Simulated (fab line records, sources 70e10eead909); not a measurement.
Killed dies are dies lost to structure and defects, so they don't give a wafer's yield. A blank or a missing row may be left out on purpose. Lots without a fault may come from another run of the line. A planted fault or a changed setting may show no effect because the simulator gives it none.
fab line records | flow nand_harc
record lots=7 wafers=20 last_day=32
route steps=1302 shown P_BONDPAD@366
lots that met no fault: from a run of the same line without faults
start_h: hours from the record's first day to the start of the lot's first wafer shown | wait_h: hours since the lot's step before | " the same as in the row above | L1.1+2: a row that stands for several wafers | - no value, or no start given | * or withheld: withheld | < > ~ a bound
route shown NAME@n: a module of which the file shows steps, and the number in the route of the first | usual: mean/standard deviation of fault-free wafers | same: alike in all rows | chamber/n: place in a boat | sites: the reading at each site | _std_site: their standard deviation | _edge_site: outer sites' mean less inner sites' | radius_mm: how far each site lies from the wafer's centre | mask NAME#n: copy n | behind: the tool/chamber that last shaped the wafer | hold: why the lot was held/for how many hours/how that ended | device: the transistor (n, p or np) that didn't switch | end of line: the same wafers' tests at the end of the route | a step without rows: its recipe alone | killed: dies lost to structure and defects at the first sort, not the wafer's yield | map: a wafer's dies, x killed, . not, _ none there
set.NAME: the setting as run; set.NAME@STEP: as run at that earlier step | model.NAME: the simulator's own value behind a step, which no gauge read
lots at some steps of the route; a table a step, a row a wafer
services: from which hour (start_h, from the record's first day; less than 0 if before it) a tool's chamber was out of use, for how many hours, and why
## steps
# step NHARC_P_BONDPAD_HARDBAKE_10
# recipe temp_c=118 time_s=65
# step NHARC_P_BONDPAD_DESCUM_11
# recipe time_s=3 o2_flow_sccm=200 ar_flow_sccm=0 bias_power_w=0 chemistry=O2
# usual drypump_motor_current_A=5.7/0.51 oes_product_au=1.000/0.01 rf_vpp_V=57.8/0.94 showerhead_plenum_p_Torr=1.92/0.091 throttle_valve_pct=11.311/0.0094
# columns lot.wafer tool chamber start_h wait_h drypump_motor_current_A oes_product_au rf_hours_counter_h rf_vpp_V showerhead_plenum_p_Torr throttle_valve_pct
L123.3 rie_diel-11 0 152.33 - 5.1 1.010 3.4 56.9 1.86 11.315
L123.1 " 1 " " 5.6 1.001 3.5 57.3 1.88 11.308
L123.4 " 2 " " 6.7 0.997 3.8 59.1 2.02 11.309
L125.2 rie_diel-02 3 178.28 - 5.6 0.990 2.6 58.3 1.96 11.297
L125.1 " 1 " " 6.2 1.007 2.2 58.4 2.04 11.327
L125.5 " 1 " " 6.2 1.005 - 57.5 2.04 11.323
L135.2 rie_diel-11 0 279.41 - 5.1 1.005 0.9 57.7 1.86 11.307
L135.1 " 1 " " 5.7 1.008 0.9 56.9 1.87 11.317
L135.6 " 1 " " 5.7 1.004 - 59.5 1.87 11.330
L136.2 rie_diel-02 3 281.81 - 5.6 0.986 1.8 56.1 1.96 11.294
L136.4 " 1 " " 6.2 0.998 1.8 58.6 2.04 11.320
L136.6 " 3 " " 5.6 0.986 - 58.7 1.96 11.305
L137.3 rie_diel-11 3 290.91 - 5.1 0.996 1.9 57.4 1.80 11.304
L137.2 " 0 " " 5.0 1.011 2.0 57.1 1.86 11.301
L137.6 " 2 " " 6.7 0.983 - 58.9 2.02 11.327
L140.3 rie_diel-04 2 327.55 - 6.2 1.007 8.4 58.1 1.83 11.307
L140.2 " 1 " " 5.7 1.025 8.0 58.7 1.92 11.327
L144.2 rie_diel-11 3 364.72 - 5.1 0.976 5.6 57.9 1.80 11.309
L144.1 " 0 " " 5.1 1.008 5.5 56.5 1.85 11.309
L144.5 " 1 " " 5.7 1.008 - 57.4 1.87 11.307
# step NHARC_P_BONDPAD_ETCH_37
# recipe target_depth_a=600 overetch_a=180 time_s=65.91 ion_energy_ev=200 n2_flow_sccm=150 h2_flow_sccm=150 ar_flow_sccm=0 rf_w=400 bias_w=150 chemistry=N2/H2
# step NHARC_P_BONDPAD_ETCH_12
# recipe target_depth_a=2000 time_s=100 chf3_flow_sccm=50 o2_flow_sccm=10 ar_flow_sccm=200 rf_w=500 bias_w=200 chemistry=CHF3/O2
# step NHARC_P_BONDPAD_CD_MEAS_13
# usual cd_nm=498.3/2.2
# columns lot.wafer tool chamber start_h wait_h cd_nm
L123.1 cd_sem-03 - 152.64 - 498.6
L123.3 " - " " 497.0
L123.4 " - " " 498.9
L125.1 cd_sem-03 - 178.63 - 495.5
L125.2 " - " " 499.3
L125.5 " - " " 499.2
L135.1 cd_sem-01 - 279.72 - 499.3
L135.2 " - " " 496.1
L135.6 " - " " 498.0
L136.2 cd_sem-01 - 282.13 - 500.7
L136.4 " - " " 499.5
L136.6 " - " " 498.5
L137.2 cd_sem-01 - 291.21 - 499.2
L137.3 " - " " 498.1
L137.6 " - " " 496.7
L140.2 cd_sem-01 - 327.87 - 497.1
L140.3 " - " " 498.7
L144.1 cd_sem-02 - 365.02 - 499.4
L144.2 " - " " 500.1
L144.5 " - " " 501.5
# step NHARC_P_BONDPAD_STRIP_15
# recipe o2_flow_sccm=500 ar_flow_sccm=0 bias_w=0 chemistry=O2
# usual drypump_motor_current_A=5.7/0.6 oes_product_au=1.000/0.011 rf_vpp_V=57.9/0.85 showerhead_plenum_p_Torr=3.53/0.16 throttle_valve_pct=17.036/0.0092
# same bias_w=0
# columns lot.wafer tool chamber start_h wait_h drypump_motor_current_A oes_product_au rf_hours_counter_h rf_vpp_V showerhead_plenum_p_Torr throttle_valve_pct
L123.1 rie_diel-02 2 152.72 0.1 5.2 1.010 1.9 57.8 3.65 17.038
L123.4 " 3 " " 5.6 0.999 2.1 58.5 3.61 17.056
L123.3 " 1 " " 6.2 1.013 1.6 58.2 3.75 17.048
L125.2 rie_diel-11 3 178.72 0.1 5.1 1.005 4.3 57.3 3.34 17.035
L125.1 " 0 " " 5.1 1.016 4.1 57.4 3.43 17.033
L125.5 " 3 " " 5.1 1.007 - 58.2 3.34 17.041
L135.2 rie_diel-02 0 279.79 0.1 5.8 0.989 1.6 58.5 3.31 17.040
L135.1 " 1 " " 6.2 1.004 1.7 57.4 3.75 17.038
L135.6 " 1 " " 6.2 1.009 - 57.8 3.75 17.047
L136.4 rie_diel-02 3 282.20 0.1 5.6 0.987 1.9 58.3 3.61 17.040
L136.2 " 0 " " 5.9 0.982 1.7 56.0 3.31 17.035
L136.6 " 3 " " 5.6 0.990 - 56.8 3.61 17.040
L137.3 rie_diel-02 2 291.28 0.1 5.2 1.011 2.2 57.8 3.65 17.042
L137.2 " 1 " " 6.2 1.006 2.0 58.1 3.75 17.026
L137.6 " 2 " " 5.2 1.007 - 57.2 3.65 17.033
L140.2 rie_diel-11 0 327.95 0.1 5.1 1.001 3.6 58.3 3.43 17.036
L140.3 " 1 " " 5.7 0.998 3.5 57.4 3.46 17.039
L144.2 rie_diel-11 3 365.09 0.1 5.1 0.975 5.7 57.7 3.33 17.036
L144.1 " 1 " " 5.7 1.020 5.4 57.4 3.46 17.033
L144.5 " 3 " " 5.1 0.984 - 57.2 3.33 17.028
# step NHARC_P_BONDPAD_ETCH_24
# recipe target_depth_a=300 over_etch_frac=0.3 time_s=72.99 ion_energy_ev=150 cf4_flow_sccm=50 n2_flow_sccm=100 ar_flow_sccm=150 rf_w=300 bias_w=100 chemistry=CF4/N2
# usual bias_w=100.0/0.31 drypump_motor_current_A=5.7/0.57 n2_flow_sccm=100.0/0.31 oes_product_au=1.001/0.012 rf_vpp_V=314.1/2.2 showerhead_plenum_p_Torr=2.62/0.12 throttle_valve_pct=19.794/0.0094
# columns lot.wafer tool chamber start_h wait_h bias_w drypump_motor_current_A n2_flow_sccm oes_product_au rf_hours_counter_h rf_vpp_V showerhead_plenum_p_Torr throttle_valve_pct
L123.1 rie_diel-02 1 - - 99.9 6.2 100.0 0.996 1.7 318.3 2.79 19.792
L123.4 " 2 " " 99.9 5.2 100.2 0.997 1.9 314.5 2.72 19.799
L123.3 " 3 " " 100.1 5.6 100.6 0.997 2.2 315.5 2.69 19.797
L125.1 rie_diel-11 0 - - 99.9 5.1 100.4 1.013 4.1 312.8 2.55 19.787
L125.2 " 1 " " 99.4 5.7 99.8 1.005 4.6 313.2 2.58 19.797
L125.5 " 0 " " 99.9 5.1 100.4 1.010 - 312.2 2.55 19.811
L135.2 rie_diel-02 1 - - 100.2 6.2 99.5 1.014 1.7 318.2 2.79 19.790
L135.1 " 2 " " 100.2 5.2 100.0 1.003 1.9 317.0 2.72 19.781
L135.6 " 1 " " 100.0 6.2 100.0 1.010 - 317.9 2.79 19.789
L136.2 rie_diel-02 3 - - 100.3 5.6 100.6 0.999 1.9 315.2 2.69 19.801
L136.4 " 2 " " 100.1 5.2 99.9 1.010 2.0 315.1 2.72 19.798
L136.6 " 3 " " 100.2 5.6 100.0 0.997 - 315.4 2.69 19.785
L137.3 rie_diel-02 1 - - 100.5 6.2 99.7 1.000 2.0 316.7 2.79 19.811
L137.2 " 2 " " 100.1 5.2 100.0 1.003 2.2 317.6 2.72 19.795
L137.6 " 1 " " 99.9 6.2 99.8 1.001 - 316.1 2.79 19.785
L140.3 rie_diel-11 0 - - 100.2 5.1 100.3 1.004 3.6 314.9 2.55 19.805
L140.2 " 1 " " 100.1 5.7 99.6 1.013 3.5 312.7 2.57 19.795
L144.1 rie_diel-11 0 - - 99.6 5.1 99.5 0.996 5.6 313.1 2.55 19.798
L144.2 " 2 " " 100.3 6.7 99.8 0.983 5.6 315.7 2.76 19.791
L144.5 " 3 " " 100.3 5.1 100.3 0.982 - 310.4 2.48 19.780
# step NHARC_P_BONDPAD_STRIP_16
# recipe time_s=600 temp_c=30 chemistry=post_etch_residue_remover
# step NHARC_P_BONDPAD_DEGAS_25
# recipe temp_c=300 time_s=60
# step NHARC_P_BONDPAD_PRE_CLEAN_26
# recipe time_s=30 temp_c=280 gas=H2/He
# step NHARC_P_BONDPAD_PVD_17
# recipe target_thk_a=50 bias_v=168.6 power_w=15000 chamber_pressure_pa=0.12 time_s=8.06 substrate_temp_c=50 material=TaN
# step NHARC_P_BONDPAD_PVD_27
# recipe target_thk_a=300 chamber_pressure_pa=5 power_w=5000 substrate_temp_c=30 time_s=20.49 material=Cu
# usual substrate_temp_c=30.02/0.11 throttle_valve_pct=29.6/0.98
# columns lot.wafer tool chamber start_h wait_h substrate_temp_c throttle_valve_pct
L123.3 pvd_sputter-03 - - - 30.08 29.4
L123.4 " - " " 30.07 32.4
L123.1 " - " " 29.83 28.6
L125.2 pvd_sputter-01 - - - 30.09 29.5
L125.1 " - " " 29.92 29.5
L125.5 " - " " 29.89 29.1
L135.1 pvd_sputter-02 - - - 29.93 28.8
L135.2 " - " " 29.89 30.6
L135.6 " - " " 30.11 30.6
L136.2 pvd_sputter-03 - - - 29.91 32.9
L136.4 " - " " 30.07 28.5
L136.6 " - " " 30.09 29.5
L137.2 pvd_sputter-03 - - - 30.06 29.1
L137.3 " - " " 30.07 28.7
L137.6 " - " " 30.06 29.7
L140.3 pvd_sputter-02 - - - 30.01 28.5
L140.2 " - " " 29.95 31.2
L144.1 pvd_sputter-01 - - - 29.95 29.7
L144.2 " - " " 30.08 28.8
L144.5 " - " " 29.99 30.5
# step NHARC_P_BONDPAD_ECD_18
# recipe target_thk_a=4000 bath_temp_c=25 material=Cu
# columns lot.wafer tool chamber start_h wait_h
L123.1+4+3 ecd_cu-01 1,0,1 153.70 -
L125.2+1+5 ecd_cu-01 0,1,1 179.66 -
L135.2+1+6 ecd_cu-02 1,0,1 280.74 -
L136.2+4+6 ecd_cu-02 0,1,1 283.20 -
L137.2+3+6 ecd_cu-02 1,0,1 292.24 -
L140.2+3 ecd_cu-02 0,1 328.90 -
L144.1+2+5 ecd_cu-01 1,0,0 366.06 -
# step NHARC_P_BONDPAD_ANNEAL_28
# recipe temp_c=225 time_s=90
# usual wafer_temp_C_max=226.34/0.3
# columns lot.wafer tool chamber start_h wait_h wafer_temp_C_max
L123.1 rtp_anneal-01 0 154.03 0.3 226.37
L123.3 " 0 " " 226.14
L123.4 " 0 " " 226.38
L125.1 rtp_anneal-02 0 180.10 0.3 226.04
L125.2 " 0 " " 226.10
L125.5 " 0 " " 225.92
L135.1 rtp_anneal-02 0 281.12 0.3 226.25
L135.2 " 0 " " 226.15
L135.6 " 0 " " 225.91
L136.2 rtp_anneal-02 0 283.68 0.4 226.26
L136.4 " 0 " " 226.04
L136.6 " 0 " " 226.54
L137.2 rtp_anneal-02 0 292.62 - 226.25
L137.3 " 0 " " 226.46
L137.6 " 0 " " 225.96
L140.2 rtp_anneal-02 0 329.28 0.3 225.80
L140.3 " 0 " " 225.85
L144.1 rtp_anneal-01 0 366.44 - 226.50
L144.2 " 0 " " 226.53
L144.5 " 0 " " 226.18
# step NHARC_P_BONDPAD_CMP_19
# recipe t_overpolish_s=30 cu_recess_touch_s=16 target_thk_nm=160.81
# step NHARC_P_BONDPAD_THK_MEAS_20
# recipe thk_meas_gauge=xrf
# usual thk_nm=160.4/1.7
# columns lot.wafer tool chamber start_h wait_h thk_nm
L123.1 film_metro-01 - 154.70 - 159.6
L123.3 " - " " 160.1
L123.4 " - " " 160.2
L125.1 film_metro-01 - 180.77 - 162.8
L125.2 " - " " 162.4
L125.5 " - " " 161.5
L135.1 film_metro-01 - 281.79 - 159.0
L135.2 " - " " 158.9
L135.6 " - " " 160.9
L136.2 film_metro-02 - 284.29 - 162.2
L136.4 " - " " 111.2
L136.6 " - " " 162.5
L137.2 film_metro-01 - 293.24 - 159.6
L137.3 " - " " 111.9
L137.6 " - " " 157.1
L140.2 film_metro-02 - 329.90 - 161.7
L140.3 " - " " 106.5
L144.1 film_metro-01 - 367.10 - 160.3
L144.2 " - " " 161.5
L144.5 " - " " 160.0
# step NHARC_P_BONDPAD_SRD_21
# recipe time_s=30 temp_c=23 dry_time_s=20 spin_rpm=1500
## services
# columns tool chamber start_h hours kind
rie_diel-02 1 137.19 13.3 repair
ecd_cu-01 - 160.00 8.0 pm
pvd_sputter-03 - 170.00 10.0 pm
rie_diel-02 0 176.27 9.7 repair
rie_diel-04 - 177.90 9.0 pm
rie_diel-04 - 187.54 0.6 repair
rie_diel-11 0 191.19 15.4 repair
rie_diel-02 - 216.70 9.0 pm
pvd_sputter-01 - 226.00 10.0 pm
rie_diel-11 - 228.05 0.3 repair
rie_diel-11 2 233.29 10.4 repair
ecd_cu-02 - 244.00 8.0 pm
rie_diel-11 - 255.50 9.0 pm
rie_diel-04 2 278.73 2.1 repair
pvd_sputter-02 - 282.03 10.0 pm
rie_diel-02 0 286.60 3.0 repair
pvd_sputter-01 - 287.57 9.6 repair
pvd_sputter-03 - 324.37 4.7 repair
ecd_cu-01 - 336.08 8.0 pm
ecd_cu-02 - 337.95 1.1 repair
pvd_sputter-03 - 343.91 16.3 repair
pvd_sputter-02 - 351.94 1.3 repair
pvd_sputter-03 - 360.22 10.0 pm
ecd_cu-01 - 361.46 3.4 repair
## key
first_sign step=NHARC_P_BONDPAD_THK_MEAS_20 reading=thk_nm direction=down sigmas=30 usual=160.4 struck=109.9
effect none on later readings
met_at NHARC_P_BONDPAD_ECD_18
struck_wafers L136.4,L137.3,L140.3
later_rows_left_out L136.4,L137.3,L140.3
sort_left_out L136.4,L137.3,L140.3
onset_between 280.74 283.20
fault kind=process_parameter_drift tool=ecd_cu-02 chamber=- onset_h=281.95 steps=NHARC_P_BONDPAD_ECD_18 channel=target_thk_a offset=* shape=step end_h=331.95 scope=struck_wafers_only acts_in=* stated=*
# sort_left_out: the simulated sort isn't trusted on such a fault, so these wafers' sort isn't shown, and their yield isn't known
# later_rows_left_out: the simulator's readings of these wafers behind a module that went badly wrong aren't trusted and aren't shown, but for the sort
